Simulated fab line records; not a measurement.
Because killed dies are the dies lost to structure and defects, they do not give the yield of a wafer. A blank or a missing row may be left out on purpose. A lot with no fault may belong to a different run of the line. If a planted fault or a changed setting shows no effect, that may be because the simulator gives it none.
Split-lot trial / flow n5Finfet / route with 1938 steps; 7 lots, 21 wafers read

ABOUT THE SPLIT
At N5_BEOL_M4_TRENCH_ETCH_37 (etches SiOC in C4F6/O2, target depth 55.555 nm, time 29.2 s), the setting sourceW was moved away from the recipe's 355 W on 9 of the 21 wafers read, by -11.5% to +17.0%. For the rest of the wafers, this setting stayed at what the recipe calls for.

Reading taken at the split's own step.

THE READING
rfVppV, in V, at N5_BEOL_M4_TRENCH_ETCH_37 (etches SiOC in C4F6/O2, target depth 55.555 nm, time 29.2 s). Typical for fault-free wafers on this fab line: 666 V, with standard deviation 6.1 V.

wafer=L076.2; tool, chamber at the split=rieDiel-02, 0; sourceW as run, W=355; against the recipe=recipe; rfVppV, V=667; against lot-mates on the recipe=-
wafer=L076.3; tool, chamber at the split=rieDiel-02, 3; sourceW as run, W=355; against the recipe=recipe; rfVppV, V=662; against lot-mates on the recipe=-
wafer=L076.4; tool, chamber at the split=rieDiel-02, 2; sourceW as run, W=415.3; against the recipe=+17.0%; rfVppV, V=623; against lot-mates on the recipe=-42
wafer=L078.2; tool, chamber at the split=rieDiel-04, 1; sourceW as run, W=355; against the recipe=recipe; rfVppV, V=664; against lot-mates on the recipe=-
wafer=L078.3; tool, chamber at the split=rieDiel-04, 2; sourceW as run, W=355; against the recipe=recipe; rfVppV, V=658; against lot-mates on the recipe=-
wafer=L078.5; tool, chamber at the split=rieDiel-04, 1; sourceW as run, W=355; against the recipe=recipe; rfVppV, V=664; against lot-mates on the recipe=-
wafer=L080.1; tool, chamber at the split=rieDiel-04, 2; sourceW as run, W=355; against the recipe=recipe; rfVppV, V=660; against lot-mates on the recipe=-
wafer=L080.2; tool, chamber at the split=rieDiel-04, 1; sourceW as run, W=325.1; against the recipe=-8.4%; rfVppV, V=697; against lot-mates on the recipe=+37
wafer=L080.3; tool, chamber at the split=rieDiel-04, 3; sourceW as run, W=325.1; against the recipe=-8.4%; rfVppV, V=697; against lot-mates on the recipe=+37
wafer=L083.1; tool, chamber at the split=rieDiel-02, 2; sourceW as run, W=355; against the recipe=recipe; rfVppV, V=674; against lot-mates on the recipe=-
wafer=L083.3; tool, chamber at the split=rieDiel-02, 1; sourceW as run, W=355; against the recipe=recipe; rfVppV, V=663; against lot-mates on the recipe=-
wafer=L083.6; tool, chamber at the split=rieDiel-02, 3; sourceW as run, W=398.8; against the recipe=+12.3%; rfVppV, V=623; against lot-mates on the recipe=-46
wafer=L084.2; tool, chamber at the split=rieDiel-05, 0; sourceW as run, W=355; against the recipe=recipe; rfVppV, V=681; against lot-mates on the recipe=-
wafer=L084.3; tool, chamber at the split=rieDiel-05, 3; sourceW as run, W=355; against the recipe=recipe; rfVppV, V=663; against lot-mates on the recipe=-
wafer=L084.4; tool, chamber at the split=rieDiel-05, 1; sourceW as run, W=314.1; against the recipe=-11.5%; rfVppV, V=706; against lot-mates on the recipe=+34
wafer=L086.2; tool, chamber at the split=rieDiel-04, 2; sourceW as run, W=409; against the recipe=+15.2%; rfVppV, V=615; against lot-mates on the recipe=-50
wafer=L086.4; tool, chamber at the split=rieDiel-04, 3; sourceW as run, W=409; against the recipe=+15.2%; rfVppV, V=620; against lot-mates on the recipe=-45
wafer=L086.6; tool, chamber at the split=rieDiel-04, 1; sourceW as run, W=355; against the recipe=recipe; rfVppV, V=665; against lot-mates on the recipe=-
wafer=L097.3; tool, chamber at the split=rieDiel-02, 1; sourceW as run, W=333.1; against the recipe=-6.2%; rfVppV, V=685; against lot-mates on the recipe=+23
wafer=L097.5; tool, chamber at the split=rieDiel-02, 1; sourceW as run, W=355; against the recipe=recipe; rfVppV, V=662; against lot-mates on the recipe=-
wafer=L097.6; tool, chamber at the split=rieDiel-02, 2; sourceW as run, W=333.1; against the recipe=-6.2%; rfVppV, V=696; against lot-mates on the recipe=+34

THE FIT
A straight line over all 21 wafers: rfVppV changes by -3.22 V for each +1% of sourceW; r = -0.97; the points scatter about the line by 6.2 V.
The same after taking each lot's own level away (the mean of its wafers on the recipe; 21 wafers): -3.28 V for each +1%; r = -0.97; scatter 6.5 V.
Per that fit: largest sourceW move, reading shift of 56 V.
The span of the lots' own levels, 660.0 to 672.0 V, comes to 2.0 times the standard deviation stated above.
The two slopes are in agreement: the lot-to-lot level therefore moves the slope only a little.
Check: for one of the wafers moved furthest among these (+17.0%), held out of the fit, the line's prediction against its lot-mates is -57.8 V. It came out at -41.5 V against them.
Tool readings at the split's step, against how far the setting was moved: rfVppV r = -0.97.

THE WHOLE CHAIN: every reading that the file lists as answering this split, in the file's order
step=N5_BEOL_M4_TRENCH_ETCH_37; what it does=etches SiOC in C4F6/O2, target depth 55.555 nm, time 29.2 s; reading=rfVppV; change (the file's fit)=-3.13 V for each +1% of the setting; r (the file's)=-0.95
step=N5_BEOL_M4_TRENCH_ETCH_37; what it does=etches SiOC in C4F6/O2, target depth 55.555 nm, time 29.2 s; reading=etch.depthNm (the simulator's own value, which no gauge read); change (the file's fit)=+0.229 nm for each +1% of the setting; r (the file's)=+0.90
step=N5_BEOL_M4_TRENCH_ETCH_37; what it does=etches SiOC in C4F6/O2, target depth 55.555 nm, time 29.2 s; reading=BEOL_M4.featureDepthNm (the simulator's own value, which no gauge read); change (the file's fit)=+0.23 nm for each +1% of the setting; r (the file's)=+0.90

FILE'S OWN FIT
rfVppV changes by -3.13 V for each +1% of sourceW, r = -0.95.
